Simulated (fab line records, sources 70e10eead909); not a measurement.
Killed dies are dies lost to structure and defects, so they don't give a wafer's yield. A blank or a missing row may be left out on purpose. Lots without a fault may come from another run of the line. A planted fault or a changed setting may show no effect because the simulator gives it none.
A struck lot beside a sound one | flow nand_harc | 36 steps out of a route of 1302
Sound: wafers L246.1, L246.5, L246.6. Struck: wafers L249.1, L249.3, L249.4. The cause comes at the end.
At each step with rows: each side's tool, then ch and its chambers, then its first start. Under that, the readings that differ: sound wafers | struck wafers | difference of the means | sigmas: that difference in standard deviations of wafers without a fault.
alike: readings whose means differ by less than 2 such deviations, and words and numbers that are the same on both sides. not compared: withheld readings, readings that some wafer has no value for, bounds like >300 that may hide the same value, and numbers for which the record gives no deviation and whose values overlap.
The two part at a step that has a row with sigmas, a row that says differs or no value, or rows on one side only. Numbers that don't overlap but have no deviation are shown without sigmas and don't part them. A reading that every wafer of one side lacks parts them only if that side has two wafers or more.

first, 3 steps without rows for these wafers: NHARC_A_STAIRCASE_STRIP_317 (strips in SPM, time 900 s); NHARC_A_STAIRCASE_PRECLEAN_318 (cleans in SC1); NHARC_A_STAIRCASE_SRD_329.
NHARC_A_STAIRCASE_ALD_415: deposits SiO2, target thk 30 nm, pulse time 6 s, ald cycles 300.
  sound on ald_hk-01 ch 0,1,2, day 17 22:20; struck on ald_hk-02 ch 0,1,2, day 18 21:26
  alike: heater_power_w, precursor_pulse_height_rel
then, 1 step without rows for these wafers: NHARC_A_STAIRCASE_ETCHBACK_416 (etches the open film in C4F8/O2/Ar, target depth 36 nm, time 7.2 s).
NHARC_A_STAIRCASE_STRIP_476: strips in O2, time 20 s.
  sound on rie_diel-01 ch 1,2,3, day 17 23:52; struck on rie_diel-01 ch 0,1,3, day 18 23:37
  alike: drypump_motor_current_A, oes_product_au, rf_vpp_V, showerhead_plenum_p_Torr, throttle_valve_pct
  not compared: rf_hours_counter_h
then, 4 steps without rows for these wafers: NHARC_A_STAIRCASE_DEP_417 (deposits Si3N4, target thk 60 nm); NHARC_A_STAIRCASE_WET_418 (chemistry H3PO4, target depth 20 nm); NHARC_A_STAIRCASE_PRECLEAN_419 (cleans in SC1); NHARC_A_STAIRCASE_SRD_421.
NHARC_A_STAIRCASE_ALD_420: deposits SiO2, target thk 20 nm, pulse time 6 s, ald cycles 200.
  sound on ald_hk-02 ch 0,1,2, day 18 03:00; struck on ald_hk-02 ch 0,1,2, day 19 03:16
  alike: heater_power_w, precursor_pulse_height_rel
NHARC_A_STAIRCASE_CVD_552: deposits SiNx, target thk 40 nm.
  sound on lpcvd-02 ch 1, day 18 07:16; struck on lpcvd-01 ch 1, day 19 06:28
  alike: pressure_mtorr
then, 4 steps without rows for these wafers: NHARC_A_STAIRCASE_DEP_151 (deposits SiO2, target thk 7200 nm); NHARC_A_STAIRCASE_ANNEAL_320 (time 1800 s); NHARC_A_STAIRCASE_DEP_322 (deposits SiO2, target thk 7200 nm); NHARC_A_STAIRCASE_ANNEAL_323 (time 1800 s).
NHARC_A_STAIRCASE_DEP_325: deposits SiO2, target thk 7200 nm.
  sound on pecvd-04 ch 0,2, day 19 06:06; struck on pecvd-02 ch 0,2, day 20 02:29
  alike: heater_power_w
then, 17 steps without rows for these wafers: NHARC_A_STAIRCASE_ANNEAL_326 (time 1800 s); NHARC_A_STAIRCASE_DEHYDRATE_433 (time 120 s); NHARC_A_STAIRCASE_HMDS_434 (time 30 s); NHARC_A_STAIRCASE_COAT_435; NHARC_A_STAIRCASE_SOFTBAKE_436 (time 170 s); NHARC_A_STAIRCASE_EBR_437; NHARC_A_STAIRCASE_EXPOSE_438 (exposes mask STAIR REV); NHARC_A_STAIRCASE_PEB_439 (peb time 130 s); NHARC_A_STAIRCASE_DEVELOP_440 (time 140 s); NHARC_A_STAIRCASE_HARDBAKE_442 (time 140 s); NHARC_A_STAIRCASE_DESCUM_443 (chemistry O2, time 3 s); NHARC_A_STAIRCASE_ETCH_444 (etches the open film in C4F8/O2, target depth 20400 nm, time 6800 s); NHARC_A_STAIRCASE_STRIP_446 (strips in O2); NHARC_A_STAIRCASE_STRIP_447 (strips in SPM, time 900 s); NHARC_A_STAIRCASE_PRECLEAN_448 (cleans in SC1); NHARC_A_STAIRCASE_SRD_449; NHARC_A_STAIRCASE_CMP_450 (polishes SiO2, target thk 200 nm).
NHARC_A_STAIRCASE_CMP_152: polishes.
  sound on cmp-04 ch 0,2,3, day 19 21:35; struck on cmp-02 ch 0,1,3, day 20 15:54
  alike: motor_current_A, slurry_flow_ml_min
-- the record jumps here: 5 days lie between the struck wafers' starts before and after (it left off in module A_STAIRCASE and takes up again in module END, whose first step shown is number 1302 of the route) --
NHARC_END_SORT_01:
  the record has rows for the struck wafers here (prober-02 ch 0, day 26 01:37) and none for the sound ones

WHERE THEY PART
Only at NHARC_END_SORT_01, within this record.

WHY: what the simulator had put in
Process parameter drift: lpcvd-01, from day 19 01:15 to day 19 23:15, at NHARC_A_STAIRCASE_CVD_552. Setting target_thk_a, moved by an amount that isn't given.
